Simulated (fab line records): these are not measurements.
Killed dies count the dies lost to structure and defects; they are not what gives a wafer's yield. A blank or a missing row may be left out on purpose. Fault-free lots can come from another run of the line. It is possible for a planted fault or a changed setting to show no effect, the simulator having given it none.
Problem report, 8D (eight disciplines) form, completed by code + flow nandHarc + the parts of the form that need people (team, actions taken, sign-off) are left out

## 1. WHAT WENT WRONG
Wafers without a fault read 112.5 s, standard deviation 0.5; runLengthS at NHARC_A_M1_ETCH_15 reads a mean of 106.2 s on 2 wafers belonging to 2 lots. That puts it -12 standard deviations away from the usual mean.
The step: etches the open film in C4F8/Ar, target depth 182.5 nm, time 91.2 s.
First seen on wafer L449.5, day 30 06:10, on rieDiel-01. The record holds 36 wafers of 12 lots with a number at this step. By rule, "out" or "out of limits" means more than 4 standard deviations away from the usual mean. The rest of the wafers with a number are treated as sound.

## 2. WHAT IT IS AND WHAT IT IS NOT
| question                    | is                | is not                                                                          |
|-----------------------------|-------------------|---------------------------------------------------------------------------------|
| which readings at this step | runLengthS        | oesProductAu, rfVppV                                                            |
| which lots                  | L448, L449        | L432, L433, L435, L437, L440, L441, L442, L445, L450, L453                      |
| which wafers of those lots  | L448.3, L449.5    | L448.1, L448.2, L449.2, L449.3                                                  |
| read on which tools         | rieDiel-01        | rieDiel-05, rieDiel-10                                                          |
| when                        | from day 30 06:10 | up to then (26 sound wafers); but 8 sound wafers of L448, L450, L453 came after |

## 3. SUSPECTS, AND WHAT RULES EACH OUT
Counting: if a tool at a process step up to the reading ran every lot that is out, it stays a suspect. Sound lots after the first of them don't rule it out here, since some wafers of a struck lot are sound.
- rieDiel-01 at NHARC_A_M1_ETCH_35 (etches the open film in N2/H2, target depth 40 nm, overetch 12 nm, time 43.94 s): kept. Every lot that is out went through it, the first being L449 (day 30 06:04); the last sound lot it ran before that was L445 (day 28 20:17).
- rieDiel-01 at NHARC_A_M1_ETCH_15 (etches the open film in C4F8/Ar, target depth 182.5 nm, time 91.2 s): kept. Every lot that is out went through it, the first being L449 (day 30 06:10); the last sound lot it ran before that was L445 (day 28 20:22). Its own readings are out on those wafers: runLengthS.
- rieDiel-01, NHARC_A_M1_ETCH_15: wafers that are out in chamber 0, sound lot-mates in chambers 1, 2, 3.
Remaining after the count are rieDiel-01 at NHARC_A_M1_ETCH_35 and rieDiel-01 at NHARC_A_M1_ETCH_15.

## 4. THE CAUSE (what the simulator had put in)
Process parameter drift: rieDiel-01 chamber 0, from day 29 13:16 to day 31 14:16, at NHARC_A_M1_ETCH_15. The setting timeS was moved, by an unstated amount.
Counting left 2 suspects, and this tool is among them.

## 5. THE CHAIN OF EFFECTS, in route order
Each row: a reading whose mean over the struck wafers that have a number lies more than 3 standard deviations from the usual. Only readings for which the record gives a usual standard deviation are gone through. hours: the time from each lot's start at the first step in this table that gives one to its start at this step, as a median over the lots. sigmas: the change in usual standard deviations.
| hours | step               | reading    | usual   | on struck wafers | change | sigmas |
|-------|--------------------|------------|---------|------------------|--------|--------|
| 0     | NHARC_A_M1_ETCH_15 | runLengthS | 112.5 s | 106.2            | -6.2   | -12    |
Process steps it contains:
- NHARC_A_M1_ETCH_15: etches the open film in C4F8/Ar, target depth 182.5 nm, time 91.2 s.
Later steps that measure or inspect, where all struck wafers having a row at the step show a number for every such reading and not one has moved that far: NHARC_A_M1_CD_MEAS_16.

## 6. WHAT WOULD HAVE CAUGHT IT SOONER
17 hours passed between the start of the fault at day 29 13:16 and the first reading out of limits in this record, taken at day 30 06:10.
